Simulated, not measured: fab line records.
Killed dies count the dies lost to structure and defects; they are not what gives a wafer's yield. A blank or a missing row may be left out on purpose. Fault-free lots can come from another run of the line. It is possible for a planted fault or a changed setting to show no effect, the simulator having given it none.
Problem report, 8D (eight disciplines) form, completed by code :: flow n5Finfet :: the parts of the form that need people (team, actions taken, sign-off) are left out

== 1. THE PROBLEM ==
killed_at_M0_to_M3 at N5_PASSIVATION_PROBE_49 reads a mean of 142 on 6 wafers of 2 lots; wafers without a fault read 36 with a standard deviation of 10. That is +11 standard deviations from the usual mean.
First observed at day 15 15:59: wafer L460.2, on prober-02. Wafers with a number at this step in the record: 15, from 5 lots. By rule, "out" or "out of limits" means more than 4 standard deviations away from the usual mean. The rest of the wafers with a number are treated as sound.

== 2. WHAT IT IS, AND WHAT IT ISN'T ==
question: which readings at this step
is: killed_at_M0_to_M3, defectLimitedYield, killedDies, sort_bin_5_function, sortNPass, sortYieldPct
is not: killed_at_M4_up, killedAtContacts, killedAtOther, killedOpen, killedShort, sort_bin_6_memory

question: which lots
is: L460, L462
is not: L446, L453, L465

question: which wafers of those lots
is: all that have a number
is not: -

question: read on which tools
is: prober-01, prober-02
is not: -

question: when
is: from day 15 15:59
is not: up to then (6 sound wafers); but 3 sound wafers of L465 came after

== 3. SUSPECTS, AND WHAT RULES EACH OUT ==
Counting: any tool at a process step up to the reading is kept as a suspect provided that every lot that is out went through it and no sound lot did after the first of them.
- pvdSputter-01 at N5_BEOL_M1_DEGAS_44 (time 60 s): kept. It ran every lot that is out, first L460 (day 10 10:16), and no sound lot after that.
- cvdCo-01 at N5_BEOL_M1_CVD_47 (deposits Co from CCTBA/H2, target thk 3 nm, time 223.8 s): kept. All lots that are out passed through it, beginning with L460 at day 10 10:44, and no sound lot followed; its final sound lot before that point was L446 at day 6 22:05.
- rtpAnneal-02 at N5_BEOL_M1_ANNEAL_51 (time 90 s): ruled out as a lasting fault. Following L460 (day 10 12:55), the first lot on it that is out, the sound lots L465 were run on it.
What counting leaves: pvdSputter-01 at N5_BEOL_M1_DEGAS_44 and cvdCo-01 at N5_BEOL_M1_CVD_47.

== 4. THE CAUSE (what the simulator had put in) ==
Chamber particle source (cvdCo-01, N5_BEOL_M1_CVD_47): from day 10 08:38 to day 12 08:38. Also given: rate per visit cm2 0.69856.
After counting, 2 suspects remain, this tool included.

== 5. THE CHAIN OF EFFECTS, in route order ==
Each row: a reading where the mean over the struck wafers with a number is more than 3 standard deviations away from the usual. Only readings whose record carries a usual standard deviation are examined. hours: median over the lots of the time between each lot's start at the first step of this table that gives one and its start at this step. sigmas: the change, counted in usual standard deviations.
hours: 0
step: N5_PASSIVATION_PROBE_49
reading: defectLimitedYield
usual: 91.1 %
on struck wafers: 82.7
change: -8.4
sigmas: -6.5

hours: 0
step: N5_PASSIVATION_PROBE_49
reading: killed_at_M0_to_M3
usual: 36
on struck wafers: 142
change: +106
sigmas: +11

hours: 0
step: N5_PASSIVATION_PROBE_49
reading: killedDies
usual: 105
on struck wafers: 205
change: +100
sigmas: +6.6

hours: 0
step: N5_PASSIVATION_PROBE_49
reading: sort_bin_5_function
usual: 5.3 %
on struck wafers: 11.0
change: +5.7
sigmas: +7.4

hours: 0
step: N5_PASSIVATION_PROBE_49
reading: sortNPass
usual: 1075
on struck wafers: 975
change: -100
sigmas: -6.6

hours: 0
step: N5_PASSIVATION_PROBE_49
reading: sortYieldPct
usual: 91.1 %
on struck wafers: 82.7
change: -8.4
sigmas: -6.5
Here are the process steps it includes:
- N5_PASSIVATION_PROBE_49

== 6. HOW IT WOULD HAVE BEEN CAUGHT EARLIER ==
In this record no reading fell out of limits until day 15 15:59, 127 hours after the fault had begun at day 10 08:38.
Each of the lots that are out, 2 in all, had begun N5_BEOL_M1_CVD_47 on cvdCo-01 no later than day 15 15:59. Tool hold at that time: it would have spared none of them.
